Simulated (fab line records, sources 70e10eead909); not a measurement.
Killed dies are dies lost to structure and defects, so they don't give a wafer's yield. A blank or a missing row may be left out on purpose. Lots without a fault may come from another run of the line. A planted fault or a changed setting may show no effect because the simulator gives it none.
Chamber matching | flow nand_harc | NHARC_A_STAIRCASE_ETCH_271 on rie_diel-09: 4 sister chambers
The step etches the open film in CF4/CHF3. 4 wafers are shown with their chamber, then 10 later ones without.

WAFERS WITH THEIR CHAMBER
wafer  | chamber | showerhead_plenum_p_Torr (Torr)
L082.6 | 2       | 1.57
L085.4 | 1       | 1.50
L087.2 | 3       | 1.60
L087.3 | 0       | 1.49

WAFERS WITHOUT THEIR CHAMBER
wafer  | showerhead_plenum_p_Torr (Torr)
L087.4 | 1.57
L090.1 | 1.60
L090.2 | 1.50
L090.3 | 1.49
L093.2 | 1.56
L093.3 | 1.49
L093.4 | 1.59
L096.1 | 1.56
L096.3 | 1.59
L096.6 | 1.59

WHICH CHAMBER EACH WENT THROUGH
wafer  | from the rows above     | in truth
L087.4 | 2                       | 2
L090.1 | 3                       | 3
L090.2 | can't be placed: 1 or 0 | 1
L090.3 | can't be placed: 0 or 1 | 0
L093.2 | 2                       | 2
L093.3 | can't be placed: 0 or 1 | 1
L093.4 | can't be placed: 3 or 2 | 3
L096.1 | 2                       | 2
L096.3 | can't be placed: 3 or 2 | 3
L096.6 | can't be placed: 3 or 2 | 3
Placed correctly: 4 of 10. Can't be placed from these rows: 6 (the true chamber is among the candidates in 6). Placed wrongly: 0.
How it was worked out, from the rows above alone: a wafer's distance from a chamber is the root of the sum, over the readings, of the square of ((its reading less the chamber's mean) divided by the reading's scatter). The wafer belongs to the nearest chamber; if the next one is less than 2 further off, it can't be placed. A chamber's mean is the mean of its shown wafers. The scatter: with one shown wafer a chamber, the root of the mean of the squares of how far each hidden wafer lies from its nearest shown one.
